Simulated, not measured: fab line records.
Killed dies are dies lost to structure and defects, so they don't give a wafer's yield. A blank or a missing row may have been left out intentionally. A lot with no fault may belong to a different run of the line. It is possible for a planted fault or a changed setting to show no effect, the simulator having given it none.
fab line records + flow n5_finfet + part 2 of 2: steps 5 to 6 of 6
record
- lots=23
- wafers=69
- last_day=18
route steps=1938 shown BEOL_M8@1350
lots untouched by any fault: they come from a run of this same line in which no faults occurred
start_h: hours from the record's opening day to when the first of the lot's shown wafers began + wait_h: hours since the lot's step before + " as in the row above + L1.1+2: a row that stands for several wafers + - either no value or no given start + * or withheld: withheld + < > ~ a bound
route shown NAME@n: names a module that has steps shown in the file, with the first one's number in the route + usual: mean/standard deviation taken from wafers without a fault + same: alike in all rows + chamber/n: place in a boat + sites: per-site readings + _std_site: the standard deviation of these + _edge_site: the outer-site mean with the inner-site mean subtracted + radius_mm: for every site, how far away it sits from the centre of the wafer + mask NAME#n: copy n + behind: the tool/chamber that last shaped the wafer + hold: the reason the lot was held/the length of the hold in hours/how it ended + device: the transistor (n, p or np) that didn't switch + end of line: the same wafers' tests at the end of the route + step lacking rows: just its recipe + killed: at the first sort, the dies lost to defects and structure; wafer yield is something else + map: dies across one wafer; x = killed, . = not, _ = none there
set.NAME: the setting as run; set.NAME@STEP: as run at that earlier step + model.NAME: the simulator's own value behind a step, which no gauge read
one table for each step of the route and one row for each wafer, over a sample of lots
services: a tool's chamber out of use, with start hour (start_h, from the record's first day; less than 0 if before it), hours out, and reason
## steps
# step N5_BEOL_M8_STRIP_80
# recipe
- chemistry=N2/H2
- time_s=10
- power_w=450
- temp_c=40
- pressure_mtorr=20
- rf_frequency_hz=6e+07
- bias_power_w=7
- n2_flow_sccm=200
- h2_flow_sccm=200
# usual
- drypump_motor_current_A=5.9/0.45
- n2_flow_sccm=199.9/0.6
- oes_product_au=0.82/0.098
- rf_vpp_V=59.0/0.98
- showerhead_plenum_p_Torr=2.53/0.081
- throttle_valve_pct=23.50/0.22
| lot.wafer | tool        | chamber | start_h | wait_h | drypump_motor_current_A | n2_flow_sccm | oes_product_au | rf_hours_counter_h | rf_vpp_V | showerhead_plenum_p_Torr | throttle_valve_pct |
|-----------|-------------|---------|---------|--------|-------------------------|--------------|----------------|--------------------|----------|--------------------------|--------------------|
| L074.2    | rie_diel-03 | 0       | -       | -      | 6.3                     | 199.8        | 0.96           | 2                  | 57.2     | 2.49                     | 23.09              |
| L074.3    | "           | 2       | "       | "      | 6.4                     | 200.1        | 0.71           | 206                | 59.0     | 2.41                     | 23.48              |
| L074.6    | "           | 1       | "       | "      | 5.8                     | 198.9        | 0.71           | -                  | 59.3     | 2.62                     | 23.55              |
| L075.1    | rie_diel-03 | 1       | -       | -      | 5.8                     | 200.1        | 0.71           | 213                | 58.9     | 2.62                     | 23.54              |
| L075.2    | "           | 2       | "       | "      | 6.4                     | 199.9        | 0.71           | 206                | 58.5     | 2.41                     | 23.48              |
| L075.3    | "           | 0       | "       | "      | 6.3                     | 199.9        | 0.96           | 2                  | 58.6     | 2.49                     | 23.07              |
| L077.2    | rie_diel-02 | 2       | -       | -      | 5.6                     | 200.3        | 0.92           | 23                 | 59.1     | 2.59                     | 23.72              |
| L077.3    | "           | 3       | "       | "      | 5.8                     | 200.7        | 0.79           | 102                | 59.1     | 2.56                     | 23.55              |
| L077.4    | "           | 1       | "       | "      | 4.8                     | 199.8        | 0.69           | 239                | 57.7     | 2.40                     | 23.73              |
| L076.1    | rie_diel-03 | 1       | -       | -      | 5.8                     | 199.9        | 0.71           | 215                | 59.5     | 2.62                     | 23.55              |
| L076.3    | "           | 2       | "       | "      | 6.4                     | 200.2        | 0.71           | 207                | 57.9     | 2.41                     | 23.49              |
| L076.4    | "           | 0       | "       | "      | 6.3                     | 199.5        | 0.96           | -                  | 58.4     | 2.49                     | 23.08              |
| L078.1    | rie_diel-02 | 2       | -       | -      | 5.6                     | 200.2        | 0.92           | 27                 | 58.0     | 2.59                     | 23.72              |
| L078.2    | "           | 3       | "       | "      | 5.9                     | 200.1        | 0.79           | 105                | 58.6     | 2.56                     | 23.56              |
| L078.5    | "           | 2       | "       | "      | 5.6                     | 199.3        | 0.92           | -                  | 60.3     | 2.59                     | 23.71              |
| L080.1    | rie_diel-02 | 2       | -       | -      | 5.6                     | 199.0        | 0.91           | 29                 | 58.3     | 2.59                     | 23.71              |
| L080.3    | "           | 3       | "       | "      | 5.9                     | 200.2        | 0.79           | 108                | 59.0     | 2.55                     | 23.56              |
| L080.5    | "           | 0       | "       | "      | 5.5                     | 199.8        | 0.78           | -                  | 58.2     | 2.55                     | 23.36              |
| L079.2    | rie_diel-03 | 0       | -       | -      | 6.3                     | 199.5        | 0.94           | 11                 | 59.4     | 2.49                     | 23.10              |
| L079.4    | "           | 2       | "       | "      | 6.4                     | 199.4        | 0.71           | -                  | 59.5     | 2.41                     | 23.50              |
| L079.5    | "           | 1       | "       | "      | 5.8                     | 199.0        | 0.70           | -                  | 59.0     | 2.62                     | 23.54              |
| L081.2    | rie_diel-03 | 1       | -       | -      | 5.8                     | 200.0        | 0.70           | 224                | 61.1     | 2.62                     | 23.56              |
| L081.3    | "           | 0       | "       | "      | 6.3                     | 199.3        | 0.93           | 13                 | 58.4     | 2.49                     | 23.09              |
| L081.6    | "           | 1       | "       | "      | 5.8                     | 199.8        | 0.70           | -                  | 59.3     | 2.62                     | 23.57              |
| L082.3    | rie_diel-02 | 1       | -       | -      | 4.8                     | 199.2        | 0.68           | 249                | 58.2     | 2.40                     | 23.75              |
| L082.4    | "           | 0       | "       | "      | 5.5                     | 200.7        | 0.78           | 125                | 59.8     | 2.55                     | 23.37              |
| L082.5    | "           | 2       | "       | "      | 5.7                     | 199.5        | 0.90           | -                  | 59.3     | 2.59                     | 23.72              |
| L083.3    | rie_diel-03 | 2       | -       | -      | 6.4                     | 200.2        | 0.69           | 229                | 56.8     | 2.40                     | 23.52              |
| L083.5    | "           | 3       | "       | "      | 6.3                     | 199.4        | 0.94           | -                  | 59.5     | 2.50                     | 23.79              |
| L083.6    | "           | 0       | "       | "      | 6.3                     | 199.1        | 0.89           | -                  | 59.3     | 2.49                     | 23.12              |
| L084.2    | rie_diel-02 | 2       | -       | -      | 5.6                     | 200.3        | 0.88           | 45                 | 59.5     | 2.58                     | 23.73              |
| L084.5    | "           | 3       | "       | "      | 5.8                     | 200.9        | 0.77           | -                  | 59.1     | 2.55                     | 23.57              |
| L084.6    | "           | 0       | "       | "      | 5.5                     | 199.5        | 0.77           | -                  | 59.6     | 2.54                     | 23.39              |
| L086.1    | rie_diel-03 | 0       | -       | -      | 6.3                     | 198.8        | 0.89           | 26                 | 58.7     | 2.48                     | 23.10              |
| L086.3    | "           | 1       | "       | "      | 5.8                     | 199.2        | 0.69           | 238                | 60.4     | 2.61                     | 23.58              |
| L086.5    | "           | 3       | "       | "      | 6.3                     | 200.4        | 0.94           | -                  | 60.2     | 2.50                     | 23.79              |
| L085.3    | rie_diel-02 | 3       | -       | -      | 5.8                     | 201.0        | 0.77           | 124                | 58.8     | 2.55                     | 23.58              |
| L085.4    | "           | 0       | "       | "      | 5.5                     | 199.9        | 0.76           | -                  | 59.0     | 2.54                     | 23.39              |
| L085.6    | "           | 3       | "       | "      | 5.9                     | 200.0        | 0.78           | -                  | 60.2     | 2.55                     | 23.58              |
| L087.2    | rie_diel-02 | 3       | -       | -      | 5.9                     | 199.4        | 0.78           | 128                | 59.1     | 2.54                     | 23.59              |
| L087.4    | "           | 1       | "       | "      | 4.8                     | 199.8        | 0.99           | 2                  | 60.9     | 2.72                     | 23.46              |
| L087.5    | "           | 0       | "       | "      | 5.5                     | 199.7        | 0.76           | -                  | 60.0     | 2.54                     | 23.38              |
| L088.1    | rie_diel-03 | 0       | -       | -      | 6.3                     | 200.0        | 0.88           | 33                 | 57.7     | 2.48                     | 23.11              |
| L088.2    | "           | 3       | "       | "      | 6.3                     | 199.6        | 0.92           | 17                 | 59.0     | 2.50                     | 23.80              |
| L088.4    | "           | 1       | "       | "      | 5.8                     | 199.2        | 0.69           | 246                | 58.5     | 2.61                     | 23.60              |
| L089.1    | rie_diel-03 | 1       | -       | -      | 5.8                     | 199.6        | 0.68           | 247                | 59.5     | 2.61                     | 23.60              |
| L089.5    | "           | 3       | "       | "      | 6.3                     | 200.3        | 0.92           | -                  | 57.8     | 2.50                     | 23.78              |
| L089.6    | "           | 2       | "       | "      | 6.4                     | 199.2        | 0.69           | -                  | 58.2     | 2.40                     | 23.53              |
| L091.1    | rie_diel-02 | 3       | -       | -      | 5.8                     | 200.1        | 0.76           | 132                | 58.5     | 2.54                     | 23.60              |
| L091.4    | "           | 1       | "       | "      | 4.8                     | 200.3        | 0.97           | 6                  | 59.8     | 2.72                     | 23.46              |
| L091.5    | "           | 2       | "       | "      | 5.6                     | 199.8        | 0.87           | -                  | 59.7     | 2.58                     | 23.75              |
| L090.3    | rie_diel-02 | 2       | -       | -      | 5.6                     | 199.1        | 0.87           | 54                 | 59.8     | 2.58                     | 23.74              |
| L090.5    | "           | 2       | "       | "      | 5.6                     | 199.8        | 0.87           | -                  | 59.4     | 2.58                     | 23.76              |
| L090.6    | "           | 3       | "       | "      | 5.9                     | 201.6        | 0.76           | -                  | 60.9     | 2.54                     | 23.61              |
| L093.2    | rie_diel-03 | 3       | -       | -      | 6.3                     | 200.1        | 0.91           | 26                 | 58.4     | 2.49                     | 23.79              |
| L093.3    | "           | 0       | "       | "      | 6.3                     | 200.7        | 0.86           | -                  | 59.6     | 2.48                     | 23.13              |
| L093.4    | "           | 3       | "       | "      | 6.3                     | 199.6        | 0.90           | -                  | 58.6     | 2.49                     | 23.82              |
| L092.4    | rie_diel-01 | 2       | -       | -      | 5.6                     | 200.5        | 0.71           | 230                | 59.1     | 2.51                     | 23.43              |
| L092.5    | "           | 2       | "       | "      | 5.6                     | 201.0        | 0.71           | -                  | 60.5     | 2.50                     | 23.44              |
| L092.6    | "           | 3       | "       | "      | 6.2                     | 199.9        | 0.79           | -                  | 58.6     | 2.67                     | 23.43              |
| L094.1    | rie_diel-02 | 3       | -       | -      | 5.8                     | 199.9        | 0.75           | 143                | 58.7     | 2.54                     | 23.61              |
| L094.4    | "           | 0       | "       | "      | 5.6                     | 199.3        | 0.75           | 156                | 59.9     | 2.53                     | 23.42              |
| L094.5    | "           | 3       | "       | "      | 5.9                     | 200.2        | 0.75           | -                  | 59.1     | 2.54                     | 23.62              |
| L096.1    | rie_diel-03 | 1       | -       | -      | 5.8                     | 200.0        | 0.92           | 13                 | 60.2     | 2.60                     | 23.34              |
| L096.5    | "           | 2       | "       | "      | 6.4                     | 201.4        | 1.02           | -                  | 59.2     | 2.71                     | 23.22              |
| L096.6    | "           | 3       | "       | "      | 6.3                     | 200.4        | 0.87           | -                  | 59.3     | 2.49                     | 23.83              |
| L097.1    | rie_diel-03 | 2       | -       | -      | 6.4                     | 200.4        | 1.00           | 1                  | 59.2     | 2.71                     | 23.22              |
| L097.3    | "           | 3       | "       | "      | 6.3                     | 200.4        | 0.87           | 45                 | 58.5     | 2.49                     | 23.84              |
| L097.5    | "           | 0       | "       | "      | 6.3                     | 199.9        | 0.83           | -                  | 58.8     | 2.47                     | 23.16              |
# step N5_BEOL_M8_CURE_75
# recipe
- temp_c=370
- time_s=120
- ambient=DMADMS/He
- material=SiCOH_lowk
# usual
- lamp_power_pct=52.30/0.056
- wafer_temp_C_max=372.0/0.62
| lot.wafer | tool       | chamber | start_h | wait_h | lamp_power_pct | wafer_temp_C_max |
|-----------|------------|---------|---------|--------|----------------|------------------|
| L074.2    | uv_cure-02 | 1       | 202.74  | 0.1    | 52.26          | 372.6            |
| L074.3    | "          | 1       | "       | "      | 52.27          | 372.4            |
| L074.6    | "          | 1       | "       | "      | 52.33          | 372.0            |
| L075.1    | uv_cure-01 | 1       | 203.35  | 0.0    | 52.33          | 371.6            |
| L075.2    | "          | 1       | "       | "      | 52.39          | 371.4            |
| L075.3    | "          | 1       | "       | "      | 52.17          | 371.6            |
| L077.2    | uv_cure-02 | 2       | 207.13  | 0.1    | 52.46          | 371.3            |
| L077.3    | "          | 2       | "       | "      | 52.28          | 371.3            |
| L077.4    | "          | 2       | "       | "      | 52.30          | 371.1            |
| L076.1    | uv_cure-03 | 2       | 207.35  | 0.0    | 52.30          | 372.8            |
| L076.3    | "          | 2       | "       | "      | 52.39          | 373.2            |
| L076.4    | "          | 2       | "       | "      | 52.36          | 372.8            |
| L078.1    | uv_cure-02 | 2       | 218.71  | 0.0    | 52.32          | 371.8            |
| L078.2    | "          | 2       | "       | "      | 52.36          | 372.6            |
| L078.5    | "          | 2       | "       | "      | 52.30          | 371.7            |
| L080.1    | uv_cure-01 | 0       | 224.71  | 0.0    | 52.31          | 372.2            |
| L080.3    | "          | 0       | "       | "      | 52.34          | 372.7            |
| L080.5    | "          | 0       | "       | "      | 52.41          | 373.4            |
| L079.2    | uv_cure-02 | 1       | 224.81  | 0.1    | 52.29          | 372.6            |
| L079.4    | "          | 1       | "       | "      | 52.36          | 372.3            |
| L079.5    | "          | 1       | "       | "      | 52.34          | 372.5            |
| L081.2    | uv_cure-03 | 1       | 227.93  | 0.1    | 52.30          | 371.8            |
| L081.3    | "          | 1       | "       | "      | 52.17          | 370.9            |
| L081.6    | "          | 1       | "       | "      | 52.35          | 371.4            |
| L082.3    | uv_cure-02 | 1       | 233.78  | 0.1    | 52.34          | 372.8            |
| L082.4    | "          | 1       | "       | "      | 52.32          | 372.3            |
| L082.5    | "          | 1       | "       | "      | 52.40          | 372.4            |
| L083.3    | uv_cure-02 | 2       | 259.20  | 0.1    | 52.32          | 371.4            |
| L083.5    | "          | 2       | "       | "      | 52.33          | 371.5            |
| L083.6    | "          | 2       | "       | "      | 52.31          | 371.9            |
| L084.2    | uv_cure-03 | 2       | 264.96  | 0.2    | 52.22          | 372.7            |
| L084.5    | "          | 2       | "       | "      | 52.19          | 373.2            |
| L084.6    | "          | 2       | "       | "      | 52.31          | 373.0            |
| L086.1    | uv_cure-01 | 1       | 264.99  | 0.0    | 52.31          | 372.0            |
| L086.3    | "          | 1       | "       | "      | 52.30          | 372.2            |
| L086.5    | "          | 1       | "       | "      | 52.25          | 371.5            |
| L085.3    | uv_cure-03 | 1       | 265.31  | 0.2    | 52.30          | 371.4            |
| L085.4    | "          | 1       | "       | "      | 52.17          | 371.2            |
| L085.6    | "          | 1       | "       | "      | 52.24          | 371.1            |
| L087.2    | uv_cure-01 | 0       | 275.21  | 0.1    | 52.26          | 371.7            |
| L087.4    | "          | 0       | "       | "      | 52.32          | 372.6            |
| L087.5    | "          | 0       | "       | "      | 52.36          | 372.3            |
| L088.1    | uv_cure-03 | 1       | 285.36  | 0.0    | 52.30          | 370.9            |
| L088.2    | "          | 1       | "       | "      | 52.26          | 371.1            |
| L088.4    | "          | 1       | "       | "      | 52.35          | 371.4            |
| L089.1    | uv_cure-02 | 2       | 287.52  | 0.0    | 52.30          | 373.1            |
| L089.5    | "          | 2       | "       | "      | 52.25          | 372.5            |
| L089.6    | "          | 2       | "       | "      | 52.29          | 372.4            |
| L091.1    | uv_cure-01 | 1       | 287.87  | 0.0    | 52.21          | 371.6            |
| L091.4    | "          | 1       | "       | "      | 52.34          | 371.0            |
| L091.5    | "          | 1       | "       | "      | 52.34          | 371.2            |
| L090.3    | uv_cure-01 | 0       | 289.37  | 0.1    | 52.25          | 372.7            |
| L090.5    | "          | 0       | "       | "      | 52.28          | 372.4            |
| L090.6    | "          | 0       | "       | "      | 52.31          | 372.8            |
| L093.2    | uv_cure-03 | 0       | 308.55  | 0.1    | 52.29          | 372.7            |
| L093.3    | "          | 0       | "       | "      | 52.27          | 372.3            |
| L093.4    | "          | 0       | "       | "      | 52.22          | 373.4            |
| L092.4    | uv_cure-02 | 0       | 317.55  | 0.5    | 52.27          | 372.6            |
| L092.5    | "          | 0       | "       | "      | 52.29          | 371.6            |
| L092.6    | "          | 0       | "       | "      | 52.30          | 371.7            |
| L094.1    | uv_cure-02 | 2       | 320.73  | 0.0    | 52.23          | 371.4            |
| L094.4    | "          | 2       | "       | "      | 52.36          | 372.0            |
| L094.5    | "          | 2       | "       | "      | 52.36          | 371.8            |
| L096.1    | uv_cure-02 | 0       | 349.41  | 0.0    | 52.33          | 371.9            |
| L096.5    | "          | 0       | "       | "      | 52.34          | 372.7            |
| L096.6    | "          | 0       | "       | "      | 52.26          | 372.3            |
| L097.1    | uv_cure-01 | 2       | 351.88  | 0.0    | 52.28          | 372.1            |
| L097.3    | "          | 2       | "       | "      | 52.29          | 371.3            |
| L097.5    | "          | 2       | "       | "      | 52.41          | 371.7            |
## services
| tool        | chamber | start_h | hours | kind                          |
|-------------|---------|---------|-------|-------------------------------|
| rie_diel-02 | 0       | 174.77  | 2.9   | repair                        |
| rie_diel-03 | 0       | 180.07  | -     | clean                         |
| rie_diel-03 | 0       | 180.07  | -     | consumable_replace:focus_ring |
| rie_diel-03 | 0       | 180.07  | 19.5  | scheduled_down                |
| rie_diel-03 | 0       | 180.07  | 19.5  | vent_cycle                    |
| rie_diel-03 | 3       | 199.55  | -     | clean                         |
| rie_diel-03 | 3       | 199.55  | -     | consumable_replace:focus_ring |
| rie_diel-03 | 3       | 199.55  | 31.3  | scheduled_down                |
| rie_diel-03 | 3       | 199.55  | 31.3  | vent_cycle                    |
| uv_cure-03  | -       | 213.10  | 1.4   | repair                        |
| rie_diel-01 | 3       | 225.93  | 4.2   | repair                        |
| uv_cure-02  | -       | 231.35  | 0.9   | repair                        |
| uv_cure-01  | -       | 234.10  | 7.5   | pm                            |
| uv_cure-03  | -       | 244.42  | 7.1   | pm                            |
| uv_cure-02  | -       | 260.00  | 7.5   | pm                            |
| uv_cure-01  | -       | 271.15  | 0.8   | repair                        |
| uv_cure-02  | -       | 283.03  | 0.3   | repair                        |
| rie_diel-03 | 1       | 296.75  | -     | clean                         |
| rie_diel-03 | -       | 297.60  | 0.3   | repair                        |
| rie_diel-03 | 2       | 307.14  | 2.8   | repair                        |
| uv_cure-02  | -       | 323.36  | 7.1   | pm                            |
| rie_diel-01 | -       | 326.39  | 2.8   | pm                            |
| uv_cure-01  | -       | 341.82  | 2.8   | pm                            |
| rie_diel-02 | 1       | 347.22  | 1.7   | repair                        |
